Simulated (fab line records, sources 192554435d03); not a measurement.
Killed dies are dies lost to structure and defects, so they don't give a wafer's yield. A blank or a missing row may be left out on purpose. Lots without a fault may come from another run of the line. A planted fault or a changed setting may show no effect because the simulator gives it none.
A struck lot beside a sound one | flow n5_finfet | 16 steps out of a route of 1938
Sound: wafers L320.1, L320.3, L320.4. Struck: wafers L325.3, L325.4, L325.5. The cause comes at the end.
At each step with rows: each side's tool, then ch and its chambers, then its first start. Under that, the readings that differ: sound wafers | struck wafers | difference of the means | sigmas: that difference in standard deviations of wafers without a fault.
alike: readings whose means differ by less than 2 such deviations, and words and numbers that are the same on both sides. not compared: withheld readings, readings that some wafer has no value for, bounds like >300 that may hide the same value, and numbers for which the record gives no deviation and whose values overlap.
The two part at a step that has a row with sigmas, a row that says differs or no value, or rows on one side only. Numbers that don't overlap but have no deviation are shown without sigmas and don't part them. A reading that every wafer of one side lacks parts them only if that side has two wafers or more.

first, 5 steps without rows for these wafers: N5_SD_EPI_N_EBR_05; N5_SD_EPI_N_SOFTBAKE_04 (time 60 s); N5_SD_EPI_N_EXPOSE_06 (exposes mask SD N BLK, target cd 120 nm); N5_SD_EPI_N_PEB_07 (peb time 60 s); N5_SD_EPI_N_DEVELOP_08 (develop time 30 s).
N5_SD_EPI_N_CD_MEAS_09: target cd 120 nm.
  sound on cd_sem-03 ch 0, day 4 17:29; struck on cd_sem-02 ch 0, day 5 21:44
  alike: cd_nm
N5_SD_EPI_N_OVL_MEAS_10:
  sound on overlay-02 ch 0, day 4 17:31; struck on overlay-01 ch 0, day 5 21:46
  alike: SD_N_BLK_OVL
N5_SD_EPI_N_INSPECT_11: inspects for defects (macro).
  sound on defect_inspect-02, day 4 17:32; struck on defect_inspect-01, day 5 21:47
  alike: raw_defect_count
N5_SD_EPI_N_DESCUM_14: chemistry O2, time 7.9 s.
  sound on rie_diel-03 ch 0,1, day 4 17:34; struck on rie_diel-03 ch 1,3, day 5 21:55
  alike: drypump_motor_current_A, oes_product_au, rf_vpp_V, showerhead_plenum_p_Torr, throttle_valve_pct
  not compared: rf_hours_counter_h
N5_SD_EPI_N_ETCH_34: etches SiARC in CF4, target depth 45.5 nm, time 75.8 s.
  sound on rie_diel-03 ch 0,1, day 4 17:37; struck on rie_diel-03 ch 1,3, day 5 21:58
  alike: drypump_motor_current_A, etch_rf_on_time_s, oes_product_au, rf_vpp_V, showerhead_plenum_p_Torr, throttle_valve_pct
  not compared: rf_hours_counter_h
N5_SD_EPI_N_ETCH_35: etches SOC in N2/H2, overetch 108 nm, time 486 s.
  sound on rie_diel-03 ch 0,1, day 4 17:40; struck on rie_diel-03 ch 1,3, day 5 22:01
  alike: drypump_motor_current_A, oes_product_au, rf_vpp_V, showerhead_plenum_p_Torr, throttle_valve_pct
  not compared: rf_hours_counter_h
then, 1 step without rows for these wafers: N5_SD_EPI_N_STRIP_36 (strips in N2/H2).
N5_SD_EPI_N_ETCHBACK_44: etches SiNx in CH3F/O2, stops on SiO2, target depth 14.5 nm.
  sound on rie_diel-03 ch 0,1, day 4 17:59; struck on rie_diel-03 ch 1,3, day 5 22:20
  reading               | sound          | struck                  | difference | sigmas
  oes_product_au (a.u.) | 0.82 0.74 0.82 | 0.61 0.73 0.61          | -0.14      | -2
  over_etch_frac        | 0.3 0.3 0.3    | 0.48746 0.48746 0.48746 | +0.18746   |
  alike: drypump_motor_current_A, rf_vpp_V, showerhead_plenum_p_Torr, throttle_valve_pct
  not compared: rf_hours_counter_h
N5_SD_EPI_N_ETCH_45: etches SiOCN in CH3F/O2, target depth 6 nm.
  sound on rie_diel-03 ch 0,1, day 4 18:05; struck on rie_diel-03 ch 1,3, day 5 22:26
  alike: drypump_motor_current_A, oes_product_au, rf_vpp_V, showerhead_plenum_p_Torr, throttle_valve_pct
  not compared: rf_hours_counter_h
-- the record jumps here: 5 days lie between the struck wafers' starts before and after (it left off in module SD_EPI_N and takes up again in module BEOL_M4, whose first step shown is number 1111 of the route) --
N5_BEOL_M4_RC_MEAS_101:
  sound on prober-01 ch 0, day 10 04:55; struck on prober-01 ch 0, day 10 22:16
  alike: DIBL_N, DIBL_P, IOFF_N, IOFF_P, ION_N, ION_P, SS_N, SS_P, VT_N, VT_P
N5_PASSIVATION_PROBE_49:
  the record has rows for the sound wafers here (prober-02, day 14 17:19) and none for the struck ones

WHERE THEY PART
First at N5_SD_EPI_N_ETCHBACK_44; last, within this record, at N5_PASSIVATION_PROBE_49.

WHY: what the simulator had put in
Process parameter drift: rie_diel-03, from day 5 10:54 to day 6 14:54, at N5_SD_EPI_N_ETCHBACK_44. Setting over_etch_frac, moved by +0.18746, from 0.3. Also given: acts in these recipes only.
